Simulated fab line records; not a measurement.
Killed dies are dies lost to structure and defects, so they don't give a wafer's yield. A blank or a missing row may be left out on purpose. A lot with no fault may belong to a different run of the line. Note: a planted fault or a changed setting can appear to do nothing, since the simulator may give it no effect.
fab line records    flow n5Finfet    part 1 of 2: steps 1 to 17 of 28
[record] lots = 5  wafers = 15  lastDay = 18
route steps=1938 shown BEOL_M0_CUTY@714 BEOL_M0@715
lots untouched by any fault: they come from a run of this same line in which no faults occurred
startH: the number of hours between the record's first day and the start of the first shown wafer of the lot    waitH: time in hours since the lot's previous step    " identical to the entry in the row above    L1.1+2: one row covering several wafers at once    - no value, or no start was given    * or withheld: withheld    < > ~ a bound
route shown NAME@n: NAME is a module with steps in the file, n the number in the route of the first one    usual: average and standard deviation across the fault-free wafers    same: alike in all rows    chamber/n: place in a boat    sites: the reading at each site    _std_site: standard deviation across them    _edge_site: mean of outer sites minus mean of inner sites    radiusMm: for every site, how far away it sits from the centre of the wafer    mask NAME#n: copy n    behind: tool/chamber where the wafer was last shaped    hold: what put the lot on hold/how long, in hours/how the hold closed    device: which transistor (n, p or np) failed to switch    end of line: the route-end tests of the same wafers    a step with no rows: only its recipe    killed: at the first sort, the dies lost to defects and structure; wafer yield is something else    map: the dies of a wafer, with x for killed, . for not killed, _ for no die there
set.NAME: the setting the step ran with; set.NAME@STEP: the setting that earlier step ran with    model.NAME: the simulator's own value behind a step, which no gauge read
a table for each step, a row for each wafer; lots at some steps of the route
services: from which hour (startH, from the record's first day; less than 0 if before it) a tool's chamber was out of use, for how many hours, and why
[[steps]]
[step N5_BEOL_M0_CUTY_STRIP_64]
[recipe] chemistry = N2/H2  tempC = 40  n2FlowSccm = 200  h2FlowSccm = 200  rfFrequencyHz = 6e+07
lot.wafer   tool        chamber  startH  waitH
L077.1+3+6  rieDiel-02  3,2,2    136.43  0.1
L085.1+3+5  rieDiel-04  0,2,1    242.59  0.1
L091.4+5+6  rieDiel-02  2,2,3    246.08  0.1
L092.1+3+5  rieDiel-04  3,0,2    246.26  0.1
L096.2+3+6  rieDiel-04  1,2,0    248.30  0.1
[step N5_BEOL_M0_ETCH_138]
[recipe] chemistry = CH3F/O2  targetDepthA = 120  target = SiCN  timeS = 31.6  ionEnergyEv = 120  pressureMtorr = 30  sourceW = 395  biasW = 75  Ar_flow_sccm = 150  CH3F_flow_sccm = 30  O2_flow_sccm = 20  ends = cleared
[usual] drypumpMotorCurrentA = 5.9/0.45  etchRfOnTimeS = 29.3/0.9  mfcArSccm = 150.0/0.45  oesProductAu = 0.69/0.067  rfVppV = 297.4/1.7  showerheadPlenumPTorr = 2.01/0.077  throttleValvePct = 16.31/0.25
lot.wafer  tool        chamber  startH  waitH  drypumpMotorCurrentA  etchRfOnTimeS  mfcArSccm  oesProductAu  rfHoursCounterH  rfVppV  showerheadPlenumPTorr  throttleValvePct
L077.1     rieDiel-02  3        136.44  0.0    6.3                   29.5           150.1      0.77          26               298.4   2.04                   16.24
L077.3     "           2        "       "      6.0                   28.2           150.4      0.70          108              299.3   2.11                   16.24
L077.6     "           2        "       "      6.0                   28.5           150.7      0.70          -                299.7   2.11                   16.24
L085.1     rieDiel-04  0        242.60  0.0    6.3                   27.3           150.0      0.77          34               294.9   1.95                   15.98
L085.3     "           2        "       "      6.3                   28.2           150.6      0.61          225              295.5   1.89                   16.79
L085.5     "           1        "       "      6.3                   29.1           149.5      0.74          -                295.5   2.04                   16.39
L091.4     rieDiel-02  2        246.09  0.0    6.0                   29.2           149.6      0.66          158              299.2   2.10                   16.31
L091.5     "           2        "       "      6.0                   29.4           150.7      0.66          -                299.5   2.10                   16.31
L091.6     "           3        "       "      6.4                   30.5           150.4      0.73          -                298.1   2.03                   16.29
L092.1     rieDiel-04  3        246.27  0.0    5.3                   28.1           149.9      0.73          55               298.5   1.95                   16.00
L092.3     "           0        "       "      6.3                   28.7           149.9      0.77          36               296.3   1.95                   15.98
L092.5     "           2        "       "      6.3                   29.3           150.6      0.61          -                294.1   1.89                   16.80
L096.2     rieDiel-04  1        248.31  0.0    6.3                   28.5           150.3      0.74          66               296.1   2.04                   16.40
L096.3     "           2        "       "      6.3                   28.9           149.9      0.60          228              295.3   1.89                   16.81
L096.6     "           0        "       "      6.3                   29.2           150.2      0.77          -                295.0   1.95                   15.98
[step N5_BEOL_M0_HM_OPEN_105]
[recipe] chemistry = Cl2/BCl3  targetDepthA = 120  target = TiN  ionEnergyEv = 150  pressureMtorr = 10  icpW = 1000  biasW = 126  Cl2_flow_sccm = 53.25  bcl3FlowSccm = 21.75  Ar_flow_sccm = 25
[usual] drypumpMotorCurrentA = 5.8/0.32  mfcArSccm = 25.01/0.067  oesProductAu = 0.79/0.11  throttleValvePct = 21.85/0.27
lot.wafer  tool         chamber  startH  waitH  drypumpMotorCurrentA  mfcArSccm  oesProductAu  rfHoursCounterH  throttleValvePct
L077.1     rieMetal-01  1        138.34  1.9    5.1                   24.97      0.81          31               21.88
L077.3     "            1        "       "      5.1                   25.04      0.81          -                21.86
L077.6     "            1        "       "      5.1                   24.90      0.81          -                21.88
L085.1     rieMetal-01  1        242.70  0.1    5.1                   25.07      0.78          38               21.92
L085.3     "            1        "       "      5.1                   25.05      0.78          -                21.90
L085.5     "            1        "       "      5.1                   24.95      0.78          -                21.90
L091.4     rieMetal-02  0        246.34  0.2    5.9                   25.00      0.77          -                21.49
L091.5     "            0        "       "      5.9                   25.00      0.78          -                21.49
L091.6     "            0        "       "      5.9                   25.02      0.78          -                21.49
L092.1     rieMetal-03  1        246.37  0.1    6.1                   25.09      1.00          1                21.76
L092.3     "            1        "       "      6.1                   25.04      1.00          -                21.74
L092.5     "            1        "       "      6.2                   25.06      0.99          -                21.78
L096.2     rieMetal-02  0        249.82  1.5    6.0                   24.99      0.77          -                21.49
L096.3     "            0        "       "      5.9                   24.94      0.77          -                21.49
L096.6     "            0        "       "      5.9                   24.95      0.78          -                21.50
[step N5_BEOL_M0_STRIP_140]
[recipe] chemistry = CF4  resist = SiARC  powerW = 300  biasPowerW = 75  pressureMtorr = 50  cf4FlowSccm = 150  rfFrequencyHz = 6e+07
[usual] cf4FlowSccm = 150.0/0.46  drypumpMotorCurrentA = 6.0/0.42  oesProductAu = 0.80/0.077  rfVppV = 271.1/1.9  showerheadPlenumPTorr = 1.80/0.064  throttleValvePct = 13.56/0.27
lot.wafer  tool        chamber  startH  waitH  cf4FlowSccm  drypumpMotorCurrentA  oesProductAu  rfHoursCounterH  rfVppV  showerheadPlenumPTorr  throttleValvePct
L077.1     rieDiel-04  2        138.51  0.1    149.9        6.3                   0.71          203              268.3   1.72                   14.09
L077.3     "           3        "       "      149.4        5.3                   0.87          31               268.8   1.75                   13.20
L077.6     "           2        "       "      149.8        6.3                   0.70          -                271.0   1.72                   14.07
L085.1     rieDiel-03  2        243.09  0.3    150.6        5.1                   0.69          226              270.1   1.76                   13.67
L085.3     "           3        "       "      149.2        5.4                   0.80          73               273.3   1.88                   13.28
L085.5     "           3        "       "      149.6        5.4                   0.81          -                271.5   1.88                   13.29
L091.4     rieDiel-04  2        246.61  0.2    149.8        6.3                   0.69          227              269.8   1.71                   14.14
L091.5     "           3        "       "      149.6        5.3                   0.83          -                271.4   1.75                   13.25
L091.6     "           2        "       "      150.8        6.4                   0.69          -                270.6   1.71                   14.12
L092.1     rieDiel-03  2        246.64  0.2    150.0        5.1                   0.69          229              269.1   1.76                   13.64
L092.3     "           3        "       "      150.2        5.4                   0.80          75               272.7   1.88                   13.32
L092.5     "           3        "       "      150.9        5.4                   0.80          -                276.0   1.88                   13.33
L096.2     rieDiel-02  1        250.09  0.2    150.6        6.2                   0.85          39               275.7   1.89                   13.25
L096.3     "           0        "       "      150.1        6.4                   0.69          215              268.8   1.71                   13.83
L096.6     "           2        "       "      149.9        6.0                   0.74          -                272.1   1.86                   13.54
[step N5_BEOL_M0_STRIP_104]
[recipe] chemistry = N2/H2  powerW = 450  tempC = 40  pressureMtorr = 20  rfFrequencyHz = 6e+07  overashFraction = 0.3  biasPowerW = 7  h2Frac = 0.5  n2FlowSccm = 200  h2FlowSccm = 200
[usual] drypumpMotorCurrentA = 6.0/0.42  oesProductAu = 0.81/0.082  rfVppV = 59.1/1.5  showerheadPlenumPTorr = 2.55/0.1  throttleValvePct = 23.66/0.29
lot.wafer  tool        chamber  startH  waitH  drypumpMotorCurrentA  oesProductAu  rfHoursCounterH  rfVppV  showerheadPlenumPTorr  throttleValvePct
L077.1     rieDiel-04  2        138.53  0.0    6.3                   0.72          203              58.5    2.41                   23.92
L077.3     "           3        "       "      5.3                   0.89          31               61.4    2.47                   23.10
L077.6     "           2        "       "      6.3                   0.71          -                57.0    2.41                   23.88
L085.1     rieDiel-03  2        243.11  0.0    5.1                   0.68          226              60.6    2.52                   24.01
L085.3     "           3        "       "      5.4                   0.80          73               58.7    2.69                   23.41
L085.5     "           3        "       "      5.4                   0.81          -                60.5    2.69                   23.46
L091.4     rieDiel-04  2        246.63  0.0    6.3                   0.69          227              59.5    2.40                   23.92
L091.5     "           3        "       "      5.3                   0.85          -                60.0    2.46                   23.13
L091.6     "           2        "       "      6.3                   0.69          -                59.0    2.40                   23.93
L092.1     rieDiel-03  2        246.66  0.0    5.1                   0.68          229              60.2    2.52                   24.04
L092.3     "           3        "       "      5.5                   0.81          75               59.6    2.68                   23.44
L092.5     "           3        "       "      5.4                   0.81          -                57.9    2.68                   23.45
L096.2     rieDiel-02  1        250.11  0.0    6.2                   0.86          39               60.7    2.71                   23.59
L096.3     "           0        "       "      6.4                   0.71          215              57.7    2.41                   23.97
L096.6     "           2        "       "      6.0                   0.76          -                58.1    2.64                   23.46
[step N5_BEOL_M0_WET_ETCH_106]
[recipe] chemistry = DHF  dilution = 10:1  tempC = 25  target = SiO2  targetDepthA = 1300  dry = ipaMarangoni  rinseTimeS = 30  rinseTempC = 23
lot.wafer   tool         chamber  startH  waitH
L077.1+3+6  wetBench-03  0,7,1    138.60  -
L085.1+3+5  wetBench-06  5,3,4    243.22  -
L091.4+5+6  wetBench-03  4,3,1    246.70  -
L092.1+3+5  wetBench-05  0,7,4    246.73  -
L096.2+3+6  wetBench-05  5,3,1    250.19  -
[step N5_BEOL_M0_ETCH_128]
[recipe] chemistry = CF4/N2  targetDepthA = 120  overetchA = 51  target = SiCN  timeS = 21.4  ionEnergyEv = 150  pressureMtorr = 40  sourceW = 430  biasW = 70  Ar_flow_sccm = 100  cf4FlowSccm = 60  n2FlowSccm = 60
[usual] cf4FlowSccm = 60.00/0.18  drypumpMotorCurrentA = 5.8/0.45  mfcArSccm = 100.02/0.28  oesProductAu = 0.55/0.05  rfVppV = 382.4/2.2  showerheadPlenumPTorr = 2.21/0.082  throttleValvePct = 15.44/0.25
lot.wafer  tool        chamber  startH  waitH  cf4FlowSccm  drypumpMotorCurrentA  mfcArSccm  oesProductAu  rfHoursCounterH  rfVppV  showerheadPlenumPTorr  throttleValvePct
L077.1     rieDiel-03  1        138.65  0.0    60.07        5.9                   99.89      0.60          37               383.3   2.26                   15.62
L077.3     "           2        "       "      60.04        5.1                   99.90      0.51          178              381.3   2.20                   15.43
L077.6     "           1        "       "      60.21        5.9                   99.97      0.62          -                384.3   2.26                   15.63
L085.1     rieDiel-03  3        243.98  0.7    60.03        5.4                   99.83      0.55          73               384.6   2.32                   15.15
L085.3     "           2        "       "      60.01        5.1                   100.05     0.48          227              381.6   2.18                   15.53
L085.5     "           3        "       "      60.00        5.4                   99.98      0.56          -                384.9   2.32                   15.14
L091.4     rieDiel-02  1        248.13  1.4    60.16        6.2                   99.68      0.60          38               384.1   2.34                   15.15
L091.5     "           0        "       "      60.12        6.4                   99.78      0.50          -                378.8   2.10                   15.67
L091.6     "           1        "       "      60.15        6.2                   99.82      0.60          -                385.1   2.34                   15.14
L092.1     rieDiel-02  2        248.25  1.5    60.18        6.0                   100.09     0.52          159              385.0   2.30                   15.39
L092.3     "           1        "       "      60.48        6.2                   100.22     0.59          38               385.8   2.34                   15.15
L092.5     "           0        "       "      60.04        6.4                   100.19     0.49          -                380.1   2.10                   15.69
L096.2     rieDiel-04  0        250.25  0.0    59.87        6.3                   99.70      0.61          38               380.9   2.16                   15.13
L096.3     "           2        "       "      60.26        6.3                   100.07     0.48          229              377.9   2.09                   15.97
L096.6     "           0        "       "      60.21        6.3                   99.94      0.62          -                381.9   2.16                   15.14
[step N5_BEOL_M0_TRENCH_ETCH_107]
[recipe] chemistry = C4F6/O2  targetDepthA = 328  target = SiOC  timeS = 16.4  ionEnergyEv = 250  pressureMtorr = 30  sourceW = 355  biasW = 185  Ar_flow_sccm = 300  C4F6_flow_sccm = 10  O2_flow_sccm = 10
[usual] drypumpMotorCurrentA = 5.8/0.45  mfcArSccm = 300.0/0.91  oesProductAu = 0.80/0.078  rfVppV = 673/13  showerheadPlenumPTorr = 2.86/0.11  throttleValvePct = 20.90/0.25
lot.wafer  tool        chamber  startH  waitH  drypumpMotorCurrentA  mfcArSccm  oesProductAu  rfHoursCounterH  rfVppV  showerheadPlenumPTorr  throttleValvePct
L077.1     rieDiel-03  1        138.70  0.0    5.9                   300.4      0.87          37               664     2.92                   21.20
L077.3     "           2        "       "      5.1                   300.0      0.72          178              688     2.84                   20.88
L077.6     "           1        "       "      5.9                   302.0      0.87          -                666     2.92                   21.20
L085.1     rieDiel-03  3        244.02  0.0    5.5                   298.5      0.81          73               691     2.98                   20.55
L085.3     "           2        "       "      5.1                   299.6      0.68          227              686     2.82                   20.93
L085.5     "           3        "       "      5.4                   300.3      0.81          -                690     2.98                   20.56
L091.4     rieDiel-02  1        248.18  0.0    6.2                   299.2      0.86          38               673     3.01                   20.62
L091.5     "           0        "       "      6.4                   300.7      0.70          -                686     2.71                   21.05
L091.6     "           1        "       "      6.2                   299.5      0.86          -                675     3.01                   20.63
L092.1     rieDiel-02  2        248.29  0.0    6.0                   300.6      0.78          159              681     2.98                   20.90
L092.3     "           1        "       "      6.2                   298.9      0.87          38               673     3.01                   20.60
L092.5     "           0        "       "      6.4                   298.6      0.71          -                687     2.71                   21.07
L096.2     rieDiel-04  0        250.29  0.0    6.3                   298.3      0.89          38               674     2.78                   20.54
L096.3     "           2        "       "      6.3                   299.1      0.71          229              671     2.69                   21.31
L096.6     "           0        "       "      6.3                   299.5      0.89          -                674     2.78                   20.53
[step N5_BEOL_M0_STRIP_142]
[recipe] chemistry = N2/H2  timeS = 10  powerW = 450  tempC = 40  pressureMtorr = 20  rfFrequencyHz = 6e+07  biasPowerW = 7  n2FlowSccm = 200  h2FlowSccm = 200
[usual] drypumpMotorCurrentA = 5.8/0.45  oesProductAu = 0.80/0.078  rfVppV = 59.2/0.88  showerheadPlenumPTorr = 2.55/0.1  throttleValvePct = 23.64/0.28
lot.wafer  tool        chamber  startH  waitH  drypumpMotorCurrentA  oesProductAu  rfHoursCounterH  rfVppV  showerheadPlenumPTorr  throttleValvePct
L077.1     rieDiel-03  1        138.72  0.0    5.9                   0.88          37               59.9    2.57                   23.49
L077.3     "           2        "       "      5.1                   0.72          178              59.9    2.54                   23.98
L077.6     "           1        "       "      5.9                   0.88          -                59.0    2.57                   23.49
L085.1     rieDiel-03  3        244.04  0.0    5.5                   0.80          73               60.7    2.68                   23.46
L085.3     "           2        "       "      5.1                   0.69          227              58.7    2.52                   24.03
L085.5     "           3        "       "      5.5                   0.80          -                57.9    2.69                   23.46
L091.4     rieDiel-02  1        248.20  0.0    6.2                   0.86          38               59.7    2.71                   23.56
L091.5     "           0        "       "      6.4                   0.70          -                60.7    2.41                   23.99
L091.6     "           1        "       "      6.2                   0.85          -                58.9    2.71                   23.56
L092.1     rieDiel-02  2        248.31  0.0    6.0                   0.77          159              59.9    2.64                   23.46
L092.3     "           1        "       "      6.2                   0.86          38               59.5    2.71                   23.56
L092.5     "           0        "       "      6.4                   0.71          -                59.4    2.41                   24.00
L096.2     rieDiel-04  0        250.31  0.0    6.3                   0.89          38               58.6    2.47                   23.21
L096.3     "           2        "       "      6.4                   0.69          229              59.2    2.40                   23.93
L096.6     "           0        "       "      6.3                   0.89          -                58.9    2.47                   23.20
[step N5_BEOL_M0_OCD_MEAS_108]
[usual] trenchDepthNm = 32.7/0.86
lot.wafer  tool    chamber  startH  waitH  trenchDepthNm
L077.1     ocd-01  -        138.80  0.1    32.6
L077.3     "       -        "       "      31.3
L077.6     "       -        "       "      32.2
L085.1     ocd-01  -        244.12  0.1    32.8
L085.3     "       -        "       "      30.9
L085.5     "       -        "       "      32.2
L091.4     ocd-01  -        248.28  0.1    32.9
L091.5     "       -        "       "      32.8
L091.6     "       -        "       "      32.9
L092.1     ocd-02  -        248.39  0.1    35.0
L092.3     "       -        "       "      32.9
L092.5     "       -        "       "      33.4
L096.2     ocd-02  -        250.39  0.1    33.4
L096.3     "       -        "       "      32.5
L096.6     "       -        "       "      33.2
[step N5_BEOL_M0_HM_STRIP_129]
[recipe] chemistry = peroxideTinStrip  material = TiN  targetDepthA = 170  tempC = 50  timeS = 108
lot.wafer   tool         chamber  startH  waitH
L077.1+3+6  wetBench-05  1,0,2    138.83  0.0
L085.1+3+5  wetBench-06  1,4,6    244.15  0.0
L091.4+5+6  wetBench-03  1,7,6    248.31  0.0
L092.1+3+5  wetBench-06  4,7,2    248.43  0.0
L096.2+3+6  wetBench-03  0,5,4    250.42  0.0
[step N5_BEOL_M0_SRD_130]
[recipe] timeS = 30  tempC = 23  rinseLiquid = diw  dry = ipaMarangoni
[usual] doSupplyPpb = 10.00/0.098
lot.wafer  tool         chamber  startH  waitH  doSupplyPpb
L077.1     wetBench-05  1        138.87  0.0    10.01
L077.3     "            0        "       "      9.94
L077.6     "            2        "       "      9.94
L085.1     wetBench-06  1        244.19  0.0    9.96
L085.3     "            4        "       "      9.98
L085.5     "            6        "       "      10.08
L091.4     wetBench-03  1        248.34  0.0    9.97
L091.5     "            7        "       "      10.04
L091.6     "            6        "       "      10.01
L092.1     wetBench-06  4        248.46  0.0    10.05
L092.3     "            7        "       "      10.06
L092.5     "            2        "       "      9.88
L096.2     wetBench-03  0        250.46  0.0    10.09
L096.3     "            5        "       "      9.97
L096.6     "            4        "       "      10.03
[step N5_BEOL_M0_ETCH_109]
[recipe] chemistry = CH3F/O2  targetDepthA = 80  overetchA = 24  target = SiCN  timeS = 27.4  ionEnergyEv = 120  pressureMtorr = 30  sourceW = 395  biasW = 75  Ar_flow_sccm = 150  CH3F_flow_sccm = 30  O2_flow_sccm = 20
[usual] drypumpMotorCurrentA = 5.9/0.43  mfcArSccm = 150.1/0.47  oesProductAu = 0.69/0.066  rfVppV = 297.7/1.7  showerheadPlenumPTorr = 2.02/0.078  throttleValvePct = 16.30/0.23
lot.wafer  tool        chamber  startH  waitH  drypumpMotorCurrentA  mfcArSccm  oesProductAu  rfHoursCounterH  rfVppV  showerheadPlenumPTorr  throttleValvePct
L077.1     rieDiel-02  0        138.91  0.0    6.4                   150.9      0.63          160              294.9   1.92                   16.45
L077.3     "           2        "       "      6.0                   150.6      0.68          109              299.3   2.11                   16.23
L077.6     "           3        "       "      6.3                   150.4      0.79          -                299.4   2.04                   16.22
L085.1     rieDiel-03  2        244.93  0.7    5.1                   150.1      0.60          228              297.1   1.98                   16.43
L085.3     "           3        "       "      5.4                   149.6      0.70          74               300.1   2.10                   16.04
L085.5     "           3        "       "      5.4                   150.9      0.69          -                299.2   2.10                   16.02
L091.4     rieDiel-02  0        249.05  0.7    6.4                   149.5      0.60          215              296.2   1.90                   16.56
L091.5     "           3        "       "      6.4                   151.0      0.73          -                298.5   2.03                   16.30
L091.6     "           0        "       "      6.4                   150.8      0.60          -                296.0   1.90                   16.55
L092.1     rieDiel-04  3        249.07  0.6    5.3                   151.1      0.71          57               294.7   1.95                   16.00
L092.3     "           2        "       "      6.3                   149.9      0.59          228              295.8   1.89                   16.80
L092.5     "           3        "       "      5.3                   150.7      0.71          -                297.2   1.95                   16.01
L096.2     rieDiel-04  1        250.75  0.3    6.3                   150.3      0.71          67               296.0   2.04                   16.39
L096.3     "           2        "       "      6.3                   150.6      0.59          229              296.0   1.89                   16.82
L096.6     "           2        "       "      6.3                   149.9      0.60          -                295.3   1.89                   16.81
[step N5_BEOL_M0_STRIP_139]
[recipe] chemistry = postEtchResidueRemover  timeS = 60  tempC = 25  removerPh = withheld  removerWaterWtPct = withheld  removerFluorideWtPct = withheld
lot.wafer   tool         chamber  startH  waitH
L077.1+3+6  wetBench-03  0,4,6    139.01  0.1
L085.1+3+5  wetBench-06  6,5,1    245.04  0.1
L091.4+5+6  wetBench-06  0,7,6    249.16  0.1
L092.1+3+5  wetBench-05  1,6,2    249.18  0.1
L096.2+3+6  wetBench-03  3,5,7    250.86  0.1
[step N5_BEOL_M0_SRD_111]
[recipe] timeS = 30  tempC = 23  rinseLiquid = diw  dry = ipaMarangoni
[usual] doSupplyPpb = 10.00/0.1
lot.wafer  tool         chamber  startH  waitH  doSupplyPpb
L077.1     wetBench-03  0        139.03  0.0    9.99
L077.3     "            4        "       "      10.10
L077.6     "            6        "       "      10.15
L085.1     wetBench-06  6        245.06  0.0    10.12
L085.3     "            5        "       "      10.06
L085.5     "            1        "       "      10.04
L091.4     wetBench-06  0        249.18  0.0    10.05
L091.5     "            7        "       "      9.81
L091.6     "            6        "       "      10.01
L092.1     wetBench-05  1        249.20  0.0    10.12
L092.3     "            6        "       "      10.07
L092.5     "            2        "       "      9.95
L096.2     wetBench-03  3        250.88  0.0    10.07
L096.3     "            5        "       "      10.02
L096.6     "            7        "       "      9.94
[step N5_BEOL_M0_DEGAS_112]
[recipe] ambient = vacuum  tempC = 250  timeS = 60
[usual] heaterPowerW = 330/18
lot.wafer  tool           chamber  startH  waitH  heaterPowerW
L077.1     pvdSputter-03  -        139.58  0.5    363
L077.3     "              -        "       "      353
L077.6     "              -        "       "      355
L085.1     pvdSputter-02  -        245.11  0.0    311
L085.3     "              -        "       "      351
L085.5     "              -        "       "      319
L091.4     pvdSputter-01  -        249.23  0.0    344
L091.5     "              -        "       "      314
L091.6     "              -        "       "      337
L092.1     pvdSputter-01  -        249.39  0.2    344
L092.3     "              -        "       "      327
L092.5     "              -        "       "      349
L096.2     pvdSputter-02  -        250.92  0.0    352
L096.3     "              -        "       "      317
L096.6     "              -        "       "      333
[step N5_BEOL_M0_PRE_CLEAN_113]
[recipe] gas = H2/He  timeS = 30  tempC = 250
[usual] heaterPowerW = 331/18
lot.wafer  tool           chamber  startH  waitH  heaterPowerW
L077.1     pvdSputter-03  -        139.62  0.0    358
L077.3     "              -        "       "      342
L077.6     "              -        "       "      359
L085.1     pvdSputter-02  -        245.15  0.0    310
L085.3     "              -        "       "      349
L085.5     "              -        "       "      320
L091.4     pvdSputter-01  -        249.27  0.0    348
L091.5     "              -        "       "      325
L091.6     "              -        "       "      334
L092.1     pvdSputter-01  -        249.43  0.0    349
L092.3     "              -        "       "      335
L092.5     "              -        "       "      344
L096.2     pvdSputter-02  -        250.96  0.0    343
L096.3     "              -        "       "      312
L096.6     "              -        "       "      348
